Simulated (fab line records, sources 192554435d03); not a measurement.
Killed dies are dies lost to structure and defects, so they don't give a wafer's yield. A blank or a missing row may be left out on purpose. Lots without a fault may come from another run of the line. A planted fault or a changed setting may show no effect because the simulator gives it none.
fab line records | flow n5_finfet
record lots=6 wafers=16 last_day=17
route steps=1938 shown MOL_CONTACT_COAG@525 BEOL_M4@1111
lots that met no fault: from a run of the same line without faults
start_h: hours from the record's first day to the start of the lot's first wafer shown | wait_h: hours since the lot's step before | " the same as in the row above | L1.1+2: a row that stands for several wafers | - no value, or no start given | * or withheld: withheld | < > ~ a bound
route shown NAME@n: a module of which the file shows steps, and the number in the route of the first | usual: mean/standard deviation of fault-free wafers | same: alike in all rows | chamber/n: place in a boat | sites: the reading at each site | _std_site: their standard deviation | _edge_site: outer sites' mean less inner sites' | radius_mm: how far each site lies from the wafer's centre | mask NAME#n: copy n | behind: the tool/chamber that last shaped the wafer | hold: why the lot was held/for how many hours/how that ended | device: the transistor (n, p or np) that didn't switch | end of line: the same wafers' tests at the end of the route | a step without rows: its recipe alone | killed: dies lost to structure and defects at the first sort, not the wafer's yield | map: a wafer's dies, x killed, . not, _ none there
set.NAME: the setting as run; set.NAME@STEP: as run at that earlier step | model.NAME: the simulator's own value behind a step, which no gauge read
lots at some steps of the route; a table a step, a row a wafer
services: from which hour (start_h, from the record's first day; less than 0 if before it) a tool's chamber was out of use, for how many hours, and why
## steps
# step N5_MOL_CONTACT_COAG_DEVELOP_07
# recipe develop_time_s=30 developer=TMAH resist=CAR-EUV rinse_liquid=surfactant_rinse dry=air_spin dev_temp_c=23
# step N5_MOL_CONTACT_COAG_CD_MEAS_08
# recipe target_cd_nm=28 landing_energy_ev=500 detector=se_inlens polarity=opening
# usual cd_nm=28.00/0.23
# columns lot.wafer tool chamber start_h wait_h cd_nm
L123.3 cd_sem-02 0 106.12 - 27.88
L123.5 " 0 " " 28.05
L123.6 " 0 " " 27.91
L132.1 cd_sem-02 0 164.96 - 27.95
L132.2 " 0 " " 27.86
L132.6 " 0 " " 28.38
L134.1 cd_sem-02 0 166.78 - 27.54
L134.4 " 0 " " 27.78
L136.3 cd_sem-02 0 180.33 - 27.84
L136.4 " 0 " " 27.80
L143.1 cd_sem-01 0 222.66 - 27.99
L143.3 " 0 " " 28.05
L143.5 " 0 " " 28.37
L144.1 cd_sem-01 0 226.07 - 28.07
L144.2 " 0 " " 28.24
L144.6 " 0 " " 27.88
# step N5_MOL_CONTACT_COAG_OVL_MEAS_09
# recipe points_per_wafer=522
# usual CA_OVL=0.6/0.62
# columns lot.wafer tool chamber start_h wait_h CA_OVL[nm]
L123.3 overlay-02 0 106.16 0.0 -0.2
L123.5 " 0 " " 1.0
L123.6 " 0 " " 0.6
L132.1 overlay-01 0 164.99 0.0 -0.2
L132.2 " 0 " " 0.9
L132.6 " 0 " " 0.6
L134.1 overlay-02 0 166.81 0.0 1.2
L134.4 " 0 " " -0.2
L136.3 overlay-02 0 180.36 0.0 0.5
L136.4 " 0 " " 0.8
L143.1 overlay-01 0 222.69 0.0 0.1
L143.3 " 0 " " 0.5
L143.5 " 0 " " 0.1
L144.1 overlay-01 0 226.10 0.0 1.5
L144.2 " 0 " " 1.4
L144.6 " 0 " " 1.9
# step N5_MOL_CONTACT_COAG_INSPECT_10
# recipe mode=adi inspect_instrument=brightfield
# usual raw_defect_count=65/25
# columns lot.wafer tool chamber start_h wait_h raw_defect_count
L123.3 defect_inspect-02 - 106.20 0.0 38
L123.5 " - " " 52
L123.6 " - " " 48
L132.1 defect_inspect-02 - 165.05 0.1 46
L132.2 " - " " 54
L132.6 " - " " 94
L134.1 defect_inspect-01 - 166.87 0.1 73
L134.4 " - " " 67
L136.3 defect_inspect-01 - 180.41 0.0 64
L136.4 " - " " 86
L143.1 defect_inspect-01 - 222.75 0.1 43
L143.3 " - " " 41
L143.5 " - " " 39
L144.1 defect_inspect-01 - 226.16 0.1 48
L144.2 " - " " 20
L144.6 " - " " 62
# step N5_MOL_CONTACT_COAG_DESCUM_13
# recipe chemistry=O2 time_s=7 source_power_w=50 bias_power_w=20 pressure_mtorr=20 rf_frequency_hz=2.712e+07 temp_c=40 resist=CAR-EUV o2_flow_sccm=225
# usual drypump_motor_current_A=5.6/0.48 o2_flow_sccm=225.0/0.67 oes_product_au=0.79/0.1 rf_vpp_V=243.2/1.3 showerhead_plenum_p_Torr=2.10/0.062 throttle_valve_pct=20.43/0.23
# columns lot.wafer tool chamber start_h wait_h drypump_motor_current_A o2_flow_sccm oes_product_au rf_hours_counter_h rf_vpp_V showerhead_plenum_p_Torr throttle_valve_pct
L123.3 rie_diel-01 0 106.24 0.0 5.4 225.9 0.68 241 243.5 2.16 20.97
L123.5 " 1 " " 4.8 225.1 0.68 - 242.9 2.05 20.42
L123.6 " 2 " " 5.5 225.0 0.75 - 244.4 2.09 20.21
L132.1 rie_diel-01 3 165.21 0.2 5.7 224.6 0.91 27 244.2 2.14 20.35
L132.2 " 2 " " 5.5 225.0 0.72 172 244.8 2.08 20.27
L132.6 " 0 " " 5.3 225.3 0.97 - 244.3 2.15 20.63
L134.1 rie_diel-01 1 166.90 0.0 4.8 225.4 0.94 18 241.2 2.04 20.06
L134.4 " 3 " " 5.8 224.0 0.91 28 243.1 2.14 20.36
L136.3 rie_diel-01 0 180.45 0.0 5.3 225.1 0.95 11 242.8 2.15 20.63
L136.4 " 2 " " 5.5 227.1 0.71 178 242.9 2.08 20.26
L143.1 rie_diel-06 3 222.79 0.0 6.8 224.3 0.73 186 245.5 2.18 20.59
L143.3 " 1 " " 5.3 225.7 0.69 246 243.8 2.05 20.46
L143.5 " 0 " " 5.5 226.7 0.75 - 244.8 2.17 20.58
L144.1 rie_diel-06 2 226.47 0.3 5.4 224.7 0.91 21 244.2 2.05 20.26
L144.2 " 0 " " 5.5 223.4 0.75 157 245.2 2.17 20.59
L144.6 " 1 " " 5.3 224.9 0.69 - 242.4 2.05 20.45
# step N5_MOL_CONTACT_COAG_ETCH_59
# recipe chemistry=N2/H2 target=underlayer target_depth_a=130 mask_material=CAR-EUV time_s=10.4 ion_energy_ev=200 pressure_mtorr=30 source_w=840 bias_w=150 n2_flow_sccm=200 h2_flow_sccm=200 ends=cleared
# usual drypump_motor_current_A=5.6/0.48 etch_rf_on_time_s=10.39/0.14 oes_product_au=0.68/0.086 rf_vpp_V=524.1/2.1 showerhead_plenum_p_Torr=2.56/0.072 throttle_valve_pct=17.87/0.22
# columns lot.wafer tool chamber start_h wait_h drypump_motor_current_A etch_rf_on_time_s oes_product_au rf_hours_counter_h rf_vpp_V showerhead_plenum_p_Torr throttle_valve_pct
L123.3 rie_diel-01 0 106.27 0.0 5.4 10.57 0.58 241 524.9 2.62 18.43
L123.5 " 1 " " 4.9 10.62 0.57 - 521.8 2.50 17.95
L123.6 " 2 " " 5.5 10.32 0.64 - 524.0 2.54 17.70
L132.1 rie_diel-01 3 165.25 0.0 5.8 10.44 0.77 27 526.1 2.60 17.70
L132.2 " 2 " " 5.5 10.44 0.63 172 522.9 2.53 17.74
L132.6 " 0 " " 5.4 10.21 0.82 - 524.7 2.62 18.03
L134.1 rie_diel-01 1 166.94 0.0 4.9 10.43 0.78 18 521.9 2.49 17.54
L134.4 " 3 " " 5.8 10.51 0.76 28 523.9 2.60 17.70
L136.3 rie_diel-01 0 180.48 0.0 5.4 10.02 0.82 11 525.2 2.61 18.04
L136.4 " 2 " " 5.5 10.43 0.62 178 523.0 2.53 17.74
L143.1 rie_diel-06 3 222.82 0.0 6.8 10.62 0.62 186 528.1 2.63 17.87
L143.3 " 1 " " 5.3 10.57 0.57 246 523.4 2.50 17.96
L143.5 " 0 " " 5.5 10.52 0.63 - 527.0 2.65 17.99
L144.1 rie_diel-06 2 226.50 0.0 5.4 10.37 0.78 21 521.9 2.49 17.66
L144.2 " 0 " " 5.5 10.45 0.64 157 525.8 2.65 18.00
L144.6 " 1 " " 5.4 10.50 0.58 - 523.7 2.50 17.97
# step N5_MOL_CONTACT_COAG_ETCH_105
# recipe chemistry=CF4 target=SiARC target_depth_a=156 mask_material=CAR-EUV time_s=26 ion_energy_ev=80 pressure_mtorr=40 source_w=545 bias_w=36 Ar_flow_sccm=100 cf4_flow_sccm=100 ends=cleared
# usual drypump_motor_current_A=5.6/0.48 etch_rf_on_time_s=26.0/0.34 oes_product_au=0.68/0.086 rf_vpp_V=184.3/1.1 showerhead_plenum_p_Torr=2.15/0.055 throttle_valve_pct=15.62/0.22
# columns lot.wafer tool chamber start_h wait_h drypump_motor_current_A etch_rf_on_time_s oes_product_au rf_hours_counter_h rf_vpp_V showerhead_plenum_p_Torr throttle_valve_pct
L123.3 rie_diel-01 0 106.29 0.0 5.3 26.3 0.59 241 184.0 2.20 16.13
L123.5 " 1 " " 4.8 26.6 0.58 - 183.7 2.11 15.71
L123.6 " 2 " " 5.5 25.7 0.64 - 182.8 2.15 15.47
L132.1 rie_diel-01 3 165.27 0.0 5.8 26.2 0.77 27 184.7 2.18 15.44
L132.2 " 2 " " 5.5 26.3 0.62 172 183.7 2.14 15.54
L132.6 " 0 " " 5.4 25.5 0.83 - 185.6 2.19 15.68
L134.1 rie_diel-01 1 166.96 0.0 4.8 26.0 0.79 19 184.6 2.10 15.26
L134.4 " 3 " " 5.8 26.0 0.77 28 185.1 2.18 15.43
L136.3 rie_diel-01 0 180.50 0.0 5.3 25.2 0.81 11 186.1 2.19 15.68
L136.4 " 2 " " 5.5 26.4 0.61 178 183.3 2.13 15.53
L143.1 rie_diel-06 3 222.84 0.0 6.8 26.0 0.63 186 184.3 2.21 15.73
L143.3 " 1 " " 5.3 26.0 0.59 246 182.8 2.11 15.74
L143.5 " 0 " " 5.5 26.2 0.63 - 186.3 2.22 15.79
L144.1 rie_diel-06 2 226.52 0.0 5.4 25.9 0.78 21 185.0 2.10 15.42
L144.2 " 0 " " 5.5 25.8 0.63 157 186.5 2.22 15.78
L144.6 " 1 " " 5.3 25.9 0.58 - 184.0 2.11 15.77
# step N5_MOL_CONTACT_COAG_ETCH_106
# recipe chemistry=N2/H2 target=SOC target_depth_a=800 overetch_a=160 mask_material=SiARC temp_c=40 time_s=120 ion_energy_ev=200 pressure_mtorr=30 source_w=840 bias_w=150 n2_flow_sccm=200 h2_flow_sccm=200
# usual drypump_motor_current_A=5.6/0.48 oes_product_au=0.71/0.087 rf_vpp_V=524.2/2.1 showerhead_plenum_p_Torr=2.56/0.072 throttle_valve_pct=17.84/0.22
# columns lot.wafer tool chamber start_h wait_h drypump_motor_current_A oes_product_au rf_hours_counter_h rf_vpp_V showerhead_plenum_p_Torr throttle_valve_pct
L123.3 rie_diel-01 0 106.32 0.0 5.3 0.62 241 526.3 2.62 18.41
L123.5 " 1 " " 4.9 0.62 - 523.5 2.50 17.91
L123.6 " 2 " " 5.5 0.67 - 523.2 2.54 17.66
L132.1 rie_diel-01 3 165.29 0.0 5.8 0.82 27 524.7 2.60 17.67
L132.2 " 2 " " 5.5 0.65 172 523.5 2.53 17.73
L132.6 " 0 " " 5.4 0.86 - 526.2 2.62 18.00
L134.1 rie_diel-01 1 166.98 0.0 4.9 0.82 19 522.8 2.49 17.51
L134.4 " 3 " " 5.8 0.81 28 525.5 2.60 17.67
L136.3 rie_diel-01 0 180.53 0.0 5.4 0.84 11 526.3 2.61 18.00
L136.4 " 2 " " 5.5 0.65 178 524.7 2.53 17.73
L143.1 rie_diel-06 3 222.87 0.0 6.8 0.66 186 526.6 2.63 17.85
L143.3 " 1 " " 5.3 0.61 246 523.3 2.50 17.93
L143.5 " 0 " " 5.5 0.66 - 526.1 2.65 17.96
L144.1 rie_diel-06 2 226.55 0.0 5.4 0.81 21 521.2 2.49 17.62
L144.2 " 0 " " 5.5 0.67 157 528.2 2.65 17.97
L144.6 " 1 " " 5.3 0.61 - 523.6 2.50 17.94
# step N5_MOL_CONTACT_COAG_STRIP_107
# recipe chemistry=N2/H2 temp_c=40 n2_flow_sccm=200 h2_flow_sccm=200 rf_frequency_hz=6e+07
# step N5_MOL_CONTACT_COAG_STRIP_108
# recipe chemistry=N2/H2 temp_c=40 n2_flow_sccm=200 h2_flow_sccm=200 rf_frequency_hz=6e+07
# step N5_MOL_CONTACT_COAG_CONTACT_ETCH_14
# recipe chemistry=C4F6/O2 target=SiO2 target_depth_a=275 overetch_a=85 mask_material=SOC pressure_mtorr=30 source_w=370 bias_w=185 Ar_flow_sccm=300 C4F6_flow_sccm=16 O2_flow_sccm=10 time_s=20 ion_energy_ev=259.6
# usual drypump_motor_current_A=5.6/0.48 oes_product_au=0.67/0.083 rf_vpp_V=693.0/2.7 showerhead_plenum_p_Torr=2.89/0.072 throttle_valve_pct=21.28/0.22
# columns lot.wafer tool chamber start_h wait_h drypump_motor_current_A oes_product_au rf_hours_counter_h rf_vpp_V showerhead_plenum_p_Torr throttle_valve_pct
L123.3 rie_diel-01 0 106.42 0.0 5.4 0.59 241 694.9 2.96 21.80
L123.5 " 1 " " 4.9 0.59 - 690.5 2.83 21.30
L123.6 " 2 " " 5.5 0.64 - 691.4 2.89 21.14
L132.1 rie_diel-01 3 165.39 0.0 5.8 0.77 27 694.6 2.93 21.07
L132.2 " 2 " " 5.5 0.62 172 691.9 2.88 21.18
L132.6 " 0 " " 5.3 0.82 - 695.6 2.95 21.45
L134.1 rie_diel-01 1 167.08 0.0 4.9 0.78 19 690.4 2.83 20.95
L134.4 " 3 " " 5.7 0.77 28 693.1 2.93 21.10
L136.3 rie_diel-01 0 180.63 0.0 5.4 0.80 11 695.3 2.95 21.46
L136.4 " 2 " " 5.5 0.62 178 693.4 2.88 21.19
L143.1 rie_diel-06 3 222.97 0.0 6.8 0.62 186 697.0 2.97 21.32
L143.3 " 1 " " 5.3 0.58 246 689.1 2.84 21.34
L143.5 " 0 " " 5.6 0.64 - 696.1 2.98 21.39
L144.1 rie_diel-06 2 226.65 0.0 5.4 0.77 21 690.3 2.84 21.21
L144.2 " 0 " " 5.5 0.63 157 697.5 2.98 21.40
L144.6 " 1 " " 5.3 0.58 - 692.1 2.83 21.35
# step N5_MOL_CONTACT_COAG_STRIP_109
# recipe chemistry=C4F6/O2 resist=SiARC rf_frequency_hz=6e+07
# step N5_MOL_CONTACT_COAG_ETCH_15
# recipe chemistry=CH3F/O2 target=SiNx target_depth_a=70 mask_material=SOC stop_on=Si:P over_etch_frac=0.75 ion_energy_ev=120 pressure_mtorr=30 source_w=395 bias_w=73 Ar_flow_sccm=150 CH3F_flow_sccm=30 O2_flow_sccm=20
# usual drypump_motor_current_A=5.6/0.48 oes_product_au=0.58/0.071 rf_vpp_V=295.2/2.2 showerhead_plenum_p_Torr=2.01/0.054 throttle_valve_pct=16.35/0.22
# columns lot.wafer tool chamber start_h wait_h drypump_motor_current_A oes_product_au rf_hours_counter_h rf_vpp_V showerhead_plenum_p_Torr throttle_valve_pct model.SOC_of_MOL_CONTACT_COAG_COAT_103.thk_nm
L123.3 rie_diel-01 0 106.45 0.0 5.3 0.51 241 297.1 2.06 16.86 75.4
L123.5 " 1 " " 4.8 0.50 - 293.8 1.97 16.44 75.6
L123.6 " 2 " " 5.5 0.55 - 298.6 2.01 16.21 75.4
L132.1 rie_diel-01 3 165.43 0.0 5.8 0.66 27 295.5 2.04 16.15 75.4
L132.2 " 2 " " 5.5 0.53 172 297.5 2.00 16.26 75.4
L132.6 " 0 " " 5.3 0.69 - 297.2 2.05 16.42 75.2
L134.1 rie_diel-01 1 167.12 0.0 4.9 0.68 19 292.0 1.96 15.99 73.8
L134.4 " 3 " " 5.8 0.67 28 293.4 2.04 16.17 73.8
L136.3 rie_diel-01 0 180.66 0.0 5.3 0.68 11 296.9 2.05 16.43 75.2
L136.4 " 2 " " 5.5 0.53 178 296.5 2.00 16.28 74.4
L143.1 rie_diel-06 3 223.00 0.0 6.8 0.54 186 295.4 2.07 16.45 75.4
L143.3 " 1 " " 5.3 0.50 246 291.0 1.97 16.48 75.4
L143.5 " 0 " " 5.5 0.55 - 299.4 2.08 16.49 75.4
L144.1 rie_diel-06 2 226.68 0.0 5.4 0.66 21 292.9 1.97 16.19 75.2
L144.2 " 0 " " 5.5 0.54 157 296.1 2.08 16.49 75.2
L144.6 " 1 " " 5.3 0.50 - 292.5 1.97 16.48 75.4
# step N5_MOL_CONTACT_COAG_ETCH_110
# recipe chemistry=CF4/O2 target=Si target_depth_a=25 time_s=8 pressure_mtorr=100 source_w=200 bias_w=12 ion_energy_ev=60 Ar_flow_sccm=100 cf4_flow_sccm=100 O2_flow_sccm=10
# usual drypump_motor_current_A=5.6/0.49 oes_product_au=0.79/0.1 rf_vpp_V=126.3/1.2 showerhead_plenum_p_Torr=2.23/0.056 throttle_valve_pct=10.77/0.27
# columns lot.wafer tool chamber start_h wait_h drypump_motor_current_A oes_product_au rf_hours_counter_h rf_vpp_V showerhead_plenum_p_Torr throttle_valve_pct model.SOC_of_MOL_CONTACT_COAG_COAT_103.thk_nm
L123.3 rie_diel-01 0 106.51 0.0 5.4 0.69 241 126.6 2.28 11.33 74
L123.5 " 1 " " 4.8 0.68 - 126.0 2.19 10.99 74.2
L123.6 " 2 " " 5.5 0.75 - 127.6 2.23 10.66 73.8
L132.1 rie_diel-01 3 165.49 0.0 5.8 0.90 27 125.5 2.26 10.49 74
L132.2 " 2 " " 5.5 0.74 172 126.5 2.22 10.74 74
L132.6 " 0 " " 5.4 0.98 - 126.7 2.28 10.64 73.6
L134.1 rie_diel-01 1 167.18 0.0 4.9 0.93 19 126.0 2.18 10.33 72.4
L134.4 " 3 " " 5.8 0.91 28 124.5 2.26 10.48 72.2
L136.3 rie_diel-01 0 180.72 0.0 5.3 0.94 11 127.4 2.28 10.66 73.6
L136.4 " 2 " " 5.5 0.71 178 128.6 2.22 10.75 72.8
L143.1 rie_diel-06 3 223.06 0.0 6.8 0.74 186 126.4 2.29 10.93 73.8
L143.3 " 1 " " 5.3 0.68 246 124.8 2.19 10.99 73.8
L143.5 " 0 " " 5.5 0.75 - 126.3 2.31 10.92 74
L144.1 rie_diel-06 2 226.74 0.0 5.4 0.90 21 124.7 2.18 10.48 73.6
L144.2 " 0 " " 5.5 0.74 157 127.7 2.31 10.94 73.8
L144.6 " 1 " " 5.3 0.68 - 125.7 2.19 11.01 73.8
# step N5_MOL_CONTACT_COAG_STRIP_98
# recipe chemistry=N2/H2 power_w=500 temp_c=40 pressure_mtorr=50 rf_frequency_hz=6e+07 overash_fraction=0.3 bias_power_w=8 h2_frac=0.5 n2_flow_sccm=300 h2_flow_sccm=300
# step N5_BEOL_M4_RC_MEAS_101
# usual DIBL_N=36.4/1.5 DIBL_P=36.6/1.9 IOFF_N=0.155/0.021 IOFF_P=0.211/0.028 ION_N=671/8.6 ION_P=462/5.8 SS_N=71.5/0.5 SS_P=73.4/0.58 VT_N=250.1/2.4 VT_P=-250.1/3
# columns lot.wafer tool chamber start_h wait_h DIBL_N[mV/V] DIBL_P[mV/V] IOFF_N[nA/um] IOFF_P[nA/um] ION_N[uA/um] ION_P[uA/um] SS_N[mV/dec] SS_P[mV/dec] VT_N[mV] VT_P[mV]
L123.3 prober-01 0 179.06 0.3 35.9 36.5 0.143 0.221 666 461 70.9 73.6 250.6 -248.7
L123.5 " 0 " " 34.2 35.0 0.128 0.202 666 466 70.9 73.0 251.3 -247.3
L123.6 " 0 " " 35.9 36.7 0.141 0.229 668 465 71.8 73.9 249.9 -247.0
L132.1 prober-02 0 236.97 0.0 35.7 34.6 0.131 0.167 664 459 71.4 73.1 253.5 -252.8
L132.2 " 0 " " 38.2 37.7 0.178 0.220 679 461 72.4 74.3 251.5 -250.0
L132.6 " 0 " " 37.7 38.0 0.165 0.213 689 466 72.0 73.8 251.8 -250.6
L134.1 prober-01 0 244.20 0.0 36.8 35.1 0.138 0.189 666 460 71.4 72.8 250.7 -253.3
L134.4 " 0 " " 36.2 34.0 0.129 0.175 666 456 70.4 72.6 252.9 -252.5
L136.3 prober-02 0 253.44 0.3 37.1 36.5 0.157 0.212 678 467 71.4 73.0 248.7 -250.3
L136.4 " 0 " " 36.7 36.6 0.153 0.218 681 468 71.5 73.7 247.8 -251.6
L143.1 prober-01 0 297.26 0.0 35.2 35.6 0.151 0.193 671 461 72.0 72.9 250.0 -251.9
L143.3 " 0 " " 34.2 34.3 0.145 0.181 672 460 71.6 72.7 252.7 -252.8
L143.5 " 0 " " 33.5 33.9 0.131 0.171 664 457 71.2 72.7 252.5 -252.1
L144.1 prober-02 0 308.25 0.0 34.5 34.4 0.117 0.138 674 460 70.9 72.5 252.8 -259.8
L144.2 " 0 " " 36.2 35.8 0.140 0.153 675 455 71.0 73.1 251.5 -257.3
L144.6 " 0 " " 37.7 38.3 0.170 0.188 680 454 70.7 74.0 247.1 -252.9
## services
# columns tool chamber start_h hours kind
rie_diel-01 1 86.89 2.2 repair
rie_diel-06 3 95.74 5.3 repair
rie_diel-06 1 102.17 2.4 repair
rie_diel-01 - 104.58 0.5 repair
rie_diel-01 1 107.44 - clean
rie_diel-01 1 107.44 - consumable_replace:focus_ring
rie_diel-01 1 107.44 16.2 scheduled_down
rie_diel-01 1 107.44 16.2 vent_cycle
rie_diel-06 0 118.56 6.0 repair
rie_diel-01 0 128.57 - clean
rie_diel-01 0 128.57 - consumable_replace:focus_ring
rie_diel-01 0 128.57 21.9 scheduled_down
rie_diel-01 0 128.57 21.9 vent_cycle
rie_diel-06 2 150.22 - clean
rie_diel-06 2 150.22 - consumable_replace:focus_ring
rie_diel-06 2 150.22 14.8 scheduled_down
rie_diel-06 2 150.22 14.8 vent_cycle
## key
first_sign none at tools or gauges
model_effect step=N5_MOL_CONTACT_COAG_ETCH_15 value=SOC_of_MOL_CONTACT_COAG_COAT_103.thk_nm without=75.13 struck=74
model_effect step=N5_MOL_CONTACT_COAG_ETCH_110 value=SOC_of_MOL_CONTACT_COAG_COAT_103.thk_nm without=73.6 struck=72.47
met_at N5_MOL_CONTACT_COAG_ETCH_15
struck_wafers L134.1,L134.4,L136.4
onset_between 165.43 167.12
fault kind=process_parameter_drift tool=rie_diel-01 chamber=- onset_h=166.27 steps=N5_MOL_CONTACT_COAG_ETCH_15 channel=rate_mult offset=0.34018 shape=step end_h=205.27 scope=struck_wafers_only
